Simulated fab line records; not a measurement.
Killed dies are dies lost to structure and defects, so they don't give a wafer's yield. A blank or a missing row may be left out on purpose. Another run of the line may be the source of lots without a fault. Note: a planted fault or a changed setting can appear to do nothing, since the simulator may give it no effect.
Chamber matching | flow n5Finfet | N5_FIN_SAQP_HM_DEP_03 on pecvd-04 has 3 sister chambers
The step deposits SiNx from SiH4/NH3/N2, target thk 38 nm, time 33.6 s. 6 wafers are shown with their chamber, then 10 later ones without.

== EACH WAFER AND ITS CHAMBER ==
wafer  | chamber | showerheadPlenumPTorr (Torr) | throttleValvePct (%)
L084.5 | 1       | 5.18                         | 39.0
L086.1 | 0       | 5.10                         | 40.7
L086.2 | 1       | 5.18                         | 39.2
L086.4 | 2       | 5.17                         | 36.3
L090.1 | 0       | 5.12                         | 41.1
L090.3 | 2       | 5.16                         | 36.5

== WAFERS WHOSE CHAMBER IS MISSING ==
wafer  | showerheadPlenumPTorr (Torr) | throttleValvePct (%)
L090.6 | 5.13                         | 40.7
L092.1 | 5.18                         | 36.7
L092.4 | 5.17                         | 36.7
L092.6 | 5.20                         | 38.8
L094.2 | 5.18                         | 38.9
L094.3 | 5.12                         | 40.8
L094.4 | 5.19                         | 38.9
L095.1 | 5.18                         | 36.7
L095.3 | 5.12                         | 40.9
L095.4 | 5.10                         | 40.9

== WHICH CHAMBER EACH WENT THROUGH ==
wafer  | from the rows above | in truth
L090.6 | 0                   | 0
L092.1 | 2                   | 2
L092.4 | 2                   | 2
L092.6 | 1                   | 1
L094.2 | 1                   | 1
L094.3 | 0                   | 0
L094.4 | 1                   | 1
L095.1 | 2                   | 2
L095.3 | 0                   | 0
L095.4 | 0                   | 0
Placed correctly: 10 of 10. Not placeable from these rows: 0. Wrongly placed: 0.
How it was worked out, from the rows above alone: a wafer's distance from a chamber is the root of the sum, over the readings, of the square of ((its reading less the chamber's mean) divided by the reading's scatter). If the next closest chamber is less than 2 further off than the closest, the wafer can't be placed; otherwise it belongs to the closest. For every chamber, the mean is computed from those of its wafers that are shown. The scatter: the root of (the sum of the squares of (reading less its chamber's mean) over the shown wafers, divided by (wafers less chambers)).
